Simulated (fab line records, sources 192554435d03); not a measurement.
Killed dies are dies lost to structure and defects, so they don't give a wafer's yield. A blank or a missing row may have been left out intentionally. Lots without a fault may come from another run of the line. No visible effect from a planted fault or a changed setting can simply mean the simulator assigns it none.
Code-filled problem report in 8D (eight disciplines) form || flow n5_finfet || the parts of the form that need people (team, actions taken, sign-off) are left out

== 1. WHAT WENT WRONG ==
At N5_BEOL_M6_COAT_60, spin_speed_rpm averages 1547.9 rpm over 6 wafers from 2 lots, while fault-free wafers read 1500.1 rpm, standard deviation 1.2. That is +40 standard deviations from the usual mean.
The step: time 60 s, resist thk 35 nm.
First observed at day 14 10:16: wafer L984.2, on litho_track-03. Wafers with a number at this step in the record: 18, from 6 lots. Rule for "out" (also "out of limits"): further than 4 standard deviations from the usual mean. All remaining wafers that have a number are taken as sound.

== 2. WHAT IT IS; WHAT IT IS NOT ==
{"question": "which readings at this step", "is": "spin_speed_rpm", "is not": "exhaust_pa"}
{"question": "which lots", "is": "L984, L988", "is not": "L972, L974, L989, L994"}
{"question": "which wafers of those lots", "is": "all that have a number", "is not": "-"}
{"question": "read on which tools", "is": "litho_track-03", "is not": "litho_track-02, litho_track-04"}
{"question": "when", "is": "from day 14 10:16", "is not": "up to then (6 sound wafers); but 6 sound wafers of L989, L994 came after"}

== 3. SUSPECTS, AND WHAT RULES EACH OUT ==
Counting: any tool at a process step up to the reading is kept as a suspect provided that every lot that is out went through it and no sound lot did after the first of them.
- cvd_co-02 at N5_BEOL_M5_PRE_CLEAN_77 (time 15 s): ruled out as a lasting fault. Following L984 (day 14 08:25), the first lot on it that is out, the sound lots L989 were run on it.
- pvd_sputter-01 at N5_BEOL_M6_HM_DEP_02 (deposits TiN, target thk 20 nm): ruled out as a lasting fault. Following L984 (day 14 10:08), the first lot on it that is out, the sound lots L994 were run on it.
- litho_track-03 at N5_BEOL_M6_COAT_60 (time 60 s, resist thk 35 nm): kept. All lots that are out passed through it, beginning with L984 at day 14 10:16, and no sound lot followed; its final sound lot before that point was L972 at day 10 07:33. Out on those wafers are its own readings of spin_speed_rpm.
The count leaves litho_track-03 at N5_BEOL_M6_COAT_60.

== 4. THE CAUSE (what the simulator had put in) ==
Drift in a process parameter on litho_track-03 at N5_BEOL_M6_COAT_60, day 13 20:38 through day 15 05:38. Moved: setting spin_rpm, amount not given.
Only this tool survived the counting.

== 5. THE CHAIN OF EFFECTS, in route order ==
One row per reading whose mean, taken over the struck wafers that have a number, lies over 3 standard deviations from the usual. Readings are gone through only where the record gives a usual standard deviation; hours: the median, over the lots, of the time from a lot's start at the first step in this table giving one to that lot's start at this step; sigmas: the change measured in usual standard deviations.
{"hours": 0, "step": "N5_BEOL_M6_COAT_60", "reading": "spin_speed_rpm", "usual": "1500.1 rpm", "on struck wafers": 1547.9, "change": "+47.8", "sigmas": "+40"}
Its process steps:
- N5_BEOL_M6_COAT_60: time 60 s, resist thk 35 nm.
At these later measuring or inspecting steps, every struck wafer for which the step has a row has a number for every such reading, and none has moved that far: N5_BEOL_M6_CD_MEAS_11, N5_BEOL_M6_OVL_MEAS_12, N5_BEOL_M6_INSPECT_13.

== 6. HOW IT WOULD HAVE BEEN CAUGHT EARLIER ==
First out-of-limits reading in this record: day 14 10:16, which is 14 hours after fault onset at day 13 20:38.
